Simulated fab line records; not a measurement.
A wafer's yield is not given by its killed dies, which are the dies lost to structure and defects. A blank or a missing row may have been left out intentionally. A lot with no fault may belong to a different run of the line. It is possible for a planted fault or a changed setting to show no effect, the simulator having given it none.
Matching of chambers || flow n5_finfet || 3 sister chambers for N5_BEOL_M5_ILD_DEP_00 on pecvd-04
The step deposits SiCOH lowk from DEMS/porogen, target thk 140.64 nm, time 25.9 s. 14 wafers are shown with their chamber, then 7 later ones without.

== WAFERS WITH THEIR CHAMBER ==
{"wafer": "L074.2", "chamber": 2, "throttle_valve_pct (%)": 13.6, "showerhead_plenum_p_Torr (Torr)": 5.705, "heater_power_w (W)": 288}
{"wafer": "L074.3", "chamber": 0, "throttle_valve_pct (%)": 14.0, "showerhead_plenum_p_Torr (Torr)": 5.703, "heater_power_w (W)": 274}
{"wafer": "L074.5", "chamber": 0, "throttle_valve_pct (%)": 14.0, "showerhead_plenum_p_Torr (Torr)": 5.710, "heater_power_w (W)": 284}
{"wafer": "L076.1", "chamber": 2, "throttle_valve_pct (%)": 14.0, "showerhead_plenum_p_Torr (Torr)": 5.703, "heater_power_w (W)": 277}
{"wafer": "L076.2", "chamber": 1, "throttle_valve_pct (%)": 14.8, "showerhead_plenum_p_Torr (Torr)": 5.749, "heater_power_w (W)": 282}
{"wafer": "L076.6", "chamber": 2, "throttle_valve_pct (%)": 13.7, "showerhead_plenum_p_Torr (Torr)": 5.729, "heater_power_w (W)": 274}
{"wafer": "L080.1", "chamber": 0, "throttle_valve_pct (%)": 14.1, "showerhead_plenum_p_Torr (Torr)": 5.713, "heater_power_w (W)": 285}
{"wafer": "L080.2", "chamber": 1, "throttle_valve_pct (%)": 14.8, "showerhead_plenum_p_Torr (Torr)": 5.713, "heater_power_w (W)": 302}
{"wafer": "L080.6", "chamber": 1, "throttle_valve_pct (%)": 14.6, "showerhead_plenum_p_Torr (Torr)": 5.732, "heater_power_w (W)": 306}
{"wafer": "L082.2", "chamber": 1, "throttle_valve_pct (%)": 14.6, "showerhead_plenum_p_Torr (Torr)": 5.711, "heater_power_w (W)": 288}
{"wafer": "L082.4", "chamber": 1, "throttle_valve_pct (%)": 14.7, "showerhead_plenum_p_Torr (Torr)": 5.729, "heater_power_w (W)": 291}
{"wafer": "L082.5", "chamber": 0, "throttle_valve_pct (%)": 14.1, "showerhead_plenum_p_Torr (Torr)": 5.699, "heater_power_w (W)": 294}
{"wafer": "L087.3", "chamber": 2, "throttle_valve_pct (%)": 12.3, "showerhead_plenum_p_Torr (Torr)": 5.708, "heater_power_w (W)": 310}
{"wafer": "L087.4", "chamber": 2, "throttle_valve_pct (%)": 12.1, "showerhead_plenum_p_Torr (Torr)": 5.727, "heater_power_w (W)": 327}

SIGNATURES, as means of the wafers listed above
{"reading": "throttle_valve_pct", "chamber 0": 14.050, "chamber 1": 14.700, "chamber 2": 13.140, "scatter within a chamber": 0.531}
{"reading": "showerhead_plenum_p_Torr", "chamber 0": 5.70625, "chamber 1": 5.72680, "chamber 2": 5.71440, "scatter within a chamber": 0.0125}
{"reading": "heater_power_w", "chamber 0": 284.25, "chamber 1": 293.80, "chamber 2": 295.20, "scatter within a chamber": 15.6}
Rule: for a wafer and a chamber, the distance is found by dividing, reading by reading, the gap between the wafer's reading and the chamber's mean by the reading's scatter, squaring, summing and taking the root. The wafer belongs to the nearest chamber; if the next one is less than 2 further off, it can't be placed. The scatter: take each reading less its chamber's mean, square it, sum over the shown wafers, divide by the number of wafers less the number of chambers, and take the root.

== WAFERS WITHOUT THEIR CHAMBER ==
{"wafer": "L087.6", "throttle_valve_pct (%)": 14.2, "showerhead_plenum_p_Torr (Torr)": 5.727, "heater_power_w (W)": 295}
{"wafer": "L095.4", "throttle_valve_pct (%)": 14.2, "showerhead_plenum_p_Torr (Torr)": 5.707, "heater_power_w (W)": 303}
{"wafer": "L095.5", "throttle_valve_pct (%)": 14.7, "showerhead_plenum_p_Torr (Torr)": 5.723, "heater_power_w (W)": 312}
{"wafer": "L095.6", "throttle_valve_pct (%)": 12.4, "showerhead_plenum_p_Torr (Torr)": 5.712, "heater_power_w (W)": 329}
{"wafer": "L097.2", "throttle_valve_pct (%)": 14.5, "showerhead_plenum_p_Torr (Torr)": 5.703, "heater_power_w (W)": 296}
{"wafer": "L097.3", "throttle_valve_pct (%)": 12.2, "showerhead_plenum_p_Torr (Torr)": 5.716, "heater_power_w (W)": 298}
{"wafer": "L097.5", "throttle_valve_pct (%)": 12.3, "showerhead_plenum_p_Torr (Torr)": 5.713, "heater_power_w (W)": 302}

== WHICH CHAMBER EACH ONE RAN IN ==
{"wafer": "L087.6", "from the rows above": "can't be placed: 1 or 0 or 2", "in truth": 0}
{"wafer": "L095.4", "from the rows above": "can't be placed: 0 or 1 or 2", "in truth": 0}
{"wafer": "L095.5", "from the rows above": "can't be placed: 1 or 0 or 2", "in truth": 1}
{"wafer": "L095.6", "from the rows above": "can't be placed: 2 or 0", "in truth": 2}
{"wafer": "L097.2", "from the rows above": "can't be placed: 0 or 1 or 2", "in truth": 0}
{"wafer": "L097.3", "from the rows above": "can't be placed: 2 or 0", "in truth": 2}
{"wafer": "L097.5", "from the rows above": "can't be placed: 2 or 0", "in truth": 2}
Correctly placed: 0 of 7. Can't be placed from these rows: 7 (the true chamber is among the candidates in 7). Wrongly placed: 0.
